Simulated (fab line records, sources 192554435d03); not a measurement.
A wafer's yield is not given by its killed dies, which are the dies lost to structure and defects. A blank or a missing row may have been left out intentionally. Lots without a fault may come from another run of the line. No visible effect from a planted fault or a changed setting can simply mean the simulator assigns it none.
Matching of chambers :: flow n5_finfet :: rie_si-06 running N5_DUMMY_GATE_ETCH_44: 4 sister chambers
The step etches poly-Si in HBr/O2, stops on SiO2, target depth 127.5 nm. 8 wafers are shown with their chamber, then 9 later ones without.

WAFERS PAIRED WITH THEIR CHAMBERS
wafer: L076.6
chamber: 1
drypump_motor_current_A (A): 6.6
throttle_valve_pct (%): 18.57

wafer: L079.4
chamber: 1
drypump_motor_current_A (A): 6.6
throttle_valve_pct (%): 18.56

wafer: L083.3
chamber: 2
drypump_motor_current_A (A): 6.7
throttle_valve_pct (%): 18.26

wafer: L083.4
chamber: 3
drypump_motor_current_A (A): 5.4
throttle_valve_pct (%): 18.45

wafer: L083.5
chamber: 0
drypump_motor_current_A (A): 5.7
throttle_valve_pct (%): 18.63

wafer: L086.1
chamber: 0
drypump_motor_current_A (A): 5.7
throttle_valve_pct (%): 18.61

wafer: L086.2
chamber: 2
drypump_motor_current_A (A): 6.6
throttle_valve_pct (%): 18.25

wafer: L086.3
chamber: 3
drypump_motor_current_A (A): 5.4
throttle_valve_pct (%): 18.45

WAFERS WITHOUT THEIR CHAMBER
wafer: L091.2
drypump_motor_current_A (A): 6.6
throttle_valve_pct (%): 18.57

wafer: L091.3
drypump_motor_current_A (A): 6.7
throttle_valve_pct (%): 18.23

wafer: L091.4
drypump_motor_current_A (A): 5.4
throttle_valve_pct (%): 18.46

wafer: L093.1
drypump_motor_current_A (A): 6.6
throttle_valve_pct (%): 18.25

wafer: L093.5
drypump_motor_current_A (A): 5.4
throttle_valve_pct (%): 18.45

wafer: L093.6
drypump_motor_current_A (A): 5.7
throttle_valve_pct (%): 18.62

wafer: L096.1
drypump_motor_current_A (A): 5.7
throttle_valve_pct (%): 18.62

wafer: L096.3
drypump_motor_current_A (A): 5.4
throttle_valve_pct (%): 18.46

wafer: L096.5
drypump_motor_current_A (A): 6.7
throttle_valve_pct (%): 18.25

THE CHAMBER EACH PASSED THROUGH
wafer: L091.2
from the rows above: 1
in truth: 1

wafer: L091.3
from the rows above: 2
in truth: 2

wafer: L091.4
from the rows above: 3
in truth: 3

wafer: L093.1
from the rows above: 2
in truth: 2

wafer: L093.5
from the rows above: 3
in truth: 3

wafer: L093.6
from the rows above: 0
in truth: 0

wafer: L096.1
from the rows above: 0
in truth: 0

wafer: L096.3
from the rows above: 3
in truth: 3

wafer: L096.5
from the rows above: 2
in truth: 2
9 of 9 placed correctly. From these rows, 0 cannot be placed. Wrongly placed: 0.
How it was worked out, from the rows above alone: a wafer's distance from a chamber is the root of the sum, over the readings, of the square of ((its reading less the chamber's mean) divided by the reading's scatter). If the next closest chamber is less than 2 further off than the closest, the wafer can't be placed; otherwise it belongs to the closest. A chamber's mean is the mean of its shown wafers. The scatter: take each reading less its chamber's mean, square it, sum over the shown wafers, divide by the number of wafers less the number of chambers, and take the root.
